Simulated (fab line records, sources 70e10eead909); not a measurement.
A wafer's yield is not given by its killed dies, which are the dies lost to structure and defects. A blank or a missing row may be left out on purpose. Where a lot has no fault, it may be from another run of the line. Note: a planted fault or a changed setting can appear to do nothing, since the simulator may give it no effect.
A struck lot beside a sound one ; flow nand_harc ; 15 steps out of a route of 1302
Sound: the wafers L505.1, L505.4, L505.5. Struck: wafer L515.2. (L515.4, L515.6 of the same lot were not struck and are left out.) The cause comes at the end.
Per side, at each step with rows, come the tool, then ch with its chambers, and then its first start. Under that, the readings that differ: sound wafers ; struck wafers ; difference of the means ; sigmas: that difference in standard deviations of wafers without a fault.
alike: same words and numbers on both sides, and readings whose means sit less than 2 such deviations apart. not compared: any withheld reading, any reading some wafer has no value for, any bound like >300 that may hide the same value, and any number with overlapping values for which the record gives no deviation.
Wherever a step has rows on one side only, a row that says differs or no value, or a row with sigmas, the two part there. Non-overlapping numbers with no deviation appear without sigmas and do not part them. A reading missing from all wafers of one side parts the sides only when that side holds two or more wafers.

first, 4 steps without rows for these wafers: NHARC_A_BONDPAD_EBR_05; NHARC_A_BONDPAD_EXPOSE_06 (exposes mask A BPAD); NHARC_A_BONDPAD_PEB_07 (peb time 80 s); NHARC_A_BONDPAD_DEVELOP_08 (time 50 s).
NHARC_A_BONDPAD_CD_MEAS_09 targets a cd of 500 nm.
  sound on cd_sem-01 ch 0, day 23 07:58; struck on cd_sem-03 ch 0, day 27 02:28
  alike: cd_nm
NHARC_A_BONDPAD_OVL_MEAS_35:
  sound: overlay-01 at day 23 08:03; struck: overlay-02 at day 27 02:34
reading;sound;struck;difference;sigmas
overlay_x_nm (nm);9 9 9;-3;-12;-2
overlay_y_nm (nm);-5 -5 -5;6;+11;+2
then, 1 step without rows for these wafers: NHARC_A_BONDPAD_HARDBAKE_10 (time 65 s).
NHARC_A_BONDPAD_DESCUM_11: chemistry O2, time 3 s.
  sound on rie_diel-03 ch 0,1,3, day 23 08:11; struck on rie_diel-01 ch 3, day 27 02:42
reading;sound;struck;difference;sigmas
showerhead_plenum_p_Torr (Torr);1.95 1.88 1.95;1.81;-0.12;-2
  alike: drypump_motor_current_A, oes_product_au, rf_vpp_V, throttle_valve_pct
  not compared: rf_hours_counter_h
NHARC_A_BONDPAD_ETCH_34: etches the open film in N2/H2, target depth 60 nm, overetch 18 nm, time 65.91 s.
  sound on rie_diel-03 ch 2,3, day 23 08:16; struck on rie_diel-01 ch 3, day 27 02:46
  alike: drypump_motor_current_A, oes_product_au, rf_vpp_V, showerhead_plenum_p_Torr, throttle_valve_pct
  not compared: rf_hours_counter_h
NHARC_A_BONDPAD_ETCH_12: etches the open film in CHF3/O2, target depth 220 nm, time 110 s.
  sound: rie_diel-03 ch 0,1,3; struck: rie_diel-01 ch 3
reading;sound;struck;difference;sigmas
showerhead_plenum_p_Torr (Torr);2.36 2.44 2.45;2.28;-0.14;-2
  alike: drypump_motor_current_A, oes_product_au, rf_vpp_V, throttle_valve_pct
  not compared: rf_hours_counter_h
NHARC_A_BONDPAD_CD_MEAS_13:
  sound: cd_sem-01 at day 23 08:29; struck: cd_sem-01 at day 27 03:00
  alike: cd_nm
NHARC_A_BONDPAD_STRIP_15: strips in O2.
  sound on rie_diel-03 ch 1,2,3, day 23 08:34; struck on rie_diel-03 ch 2, day 27 03:04
  alike: drypump_motor_current_A, oes_product_au, rf_vpp_V, showerhead_plenum_p_Torr, throttle_valve_pct
  not compared: rf_hours_counter_h
NHARC_A_BONDPAD_ETCH_24: etches the open film in CF4/N2, target depth 30 nm, time 72.99 s.
  sound on rie_diel-03 ch 0,2, day 23 08:43; struck on rie_diel-03 ch 0, day 27 03:14
reading;sound;struck;difference;sigmas
oes_product_au (a.u.);0.998 1.009 0.998;0.826;-0.176;-20
  alike: drypump_motor_current_A, rf_vpp_V, showerhead_plenum_p_Torr, throttle_valve_pct
  not compared: rf_hours_counter_h
then, 1 step without rows for these wafers: NHARC_A_BONDPAD_STRIP_16 (strips in post etch residue remover, time 600 s).
NHARC_END_SORT_01:
  the record has rows for the struck wafers here (prober-01 ch 0, day 28 09:13) and none for the sound ones

WHERE THEY PART
First at NHARC_A_BONDPAD_OVL_MEAS_35; last, within this record, at NHARC_END_SORT_01.

WHY: the cause the simulator had injected
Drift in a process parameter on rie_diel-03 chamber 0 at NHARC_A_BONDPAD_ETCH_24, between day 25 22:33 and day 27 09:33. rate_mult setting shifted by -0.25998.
